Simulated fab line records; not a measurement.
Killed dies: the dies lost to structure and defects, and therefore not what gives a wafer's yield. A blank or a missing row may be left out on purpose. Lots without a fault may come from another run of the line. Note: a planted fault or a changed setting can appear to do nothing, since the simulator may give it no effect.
Matching of chambers -- flow n5_finfet -- N5_BEOL_M6_STRIP_19 on rie_diel-01: 4 sister chambers
The step strips in O2. 27 wafers are shown with their chamber, then 12 later ones without.

## WAFERS PAIRED WITH THEIR CHAMBERS
wafer,chamber,showerhead_plenum_p_Torr (Torr),drypump_motor_current_A (A),throttle_valve_pct (%)
L075.1,1,2.07,6.0,16.83
L075.5,0,2.03,6.0,16.42
L075.6,1,2.07,5.9,16.84
L076.1,1,2.07,5.9,16.84
L076.2,2,2.08,6.2,16.69
L076.3,0,2.03,6.0,16.42
L076.4,3,2.02,5.7,16.88
L076.5,1,2.07,5.9,16.83
L076.6,0,2.03,6.0,16.42
L078.3,3,2.02,5.8,16.88
L078.4,0,2.03,6.1,16.42
L078.6,3,2.02,5.8,16.86
L083.2,3,2.01,5.8,16.90
L083.5,0,2.02,6.0,16.44
L083.6,2,2.08,6.2,16.70
L082.1,3,2.01,5.7,16.90
L082.4,0,2.02,6.1,16.44
L082.5,2,2.08,6.2,16.70
L084.1,3,2.01,5.7,16.92
L084.4,2,2.07,6.2,16.70
L084.5,3,2.01,5.7,16.93
L085.1,0,2.02,6.1,16.45
L085.4,3,2.01,5.7,16.92
L085.6,2,2.07,6.2,16.73
L086.1,3,2.01,5.7,16.90
L086.4,1,2.07,5.9,16.38
L086.5,2,2.07,6.2,16.73

SIGNATURES (averages over the wafers above)
reading,chamber 0,chamber 1,chamber 2,chamber 3,scatter within a chamber
showerhead_plenum_p_Torr,2.0257,2.0700,2.0750,2.0133,0.00476
drypump_motor_current_A,6.043,5.920,6.200,5.733,0.0443
throttle_valve_pct,16.4300,16.7440,16.7083,16.8989,0.0866
Rule: a wafer's distance from a chamber is the root of the sum, over the readings, of the square of ((its reading less the chamber's mean) divided by the reading's scatter). If the next closest chamber is less than 2 further off than the closest, the wafer can't be placed; otherwise it belongs to the closest. The scatter: take each reading less its chamber's mean, square it, sum over the shown wafers, divide by the number of wafers less the number of chambers, and take the root.

## WAFERS WITHOUT THEIR CHAMBER
wafer,showerhead_plenum_p_Torr (Torr),drypump_motor_current_A (A),throttle_valve_pct (%)
L087.3,2.07,6.2,16.74
L087.4,2.01,5.7,16.90
L087.6,2.02,6.0,16.46
L093.3,2.07,6.2,16.29
L093.4,2.01,6.1,16.49
L093.6,2.07,6.2,16.30
L096.1,2.07,6.2,16.29
L096.2,2.01,6.0,16.50
L096.5,2.00,5.7,16.98
L097.1,2.01,6.1,16.50
L097.4,2.06,5.9,16.41
L097.6,2.06,6.0,16.44

## WHICH CHAMBER EACH WENT THROUGH
wafer,from the rows above,in truth
L087.3,2,2
L087.4,3,3
L087.6,0,0
L093.3,2,2
L093.4,0,0
L093.6,2,2
L096.1,2,2
L096.2,0,0
L096.5,3,3
L097.1,0,0
L097.4,1,1
L097.6,can't be placed: 1 or 2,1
Correct placement for 11 of the 12. These rows do not allow placing 1 (true chamber among the candidates in 1). Wrongly placed: 0.
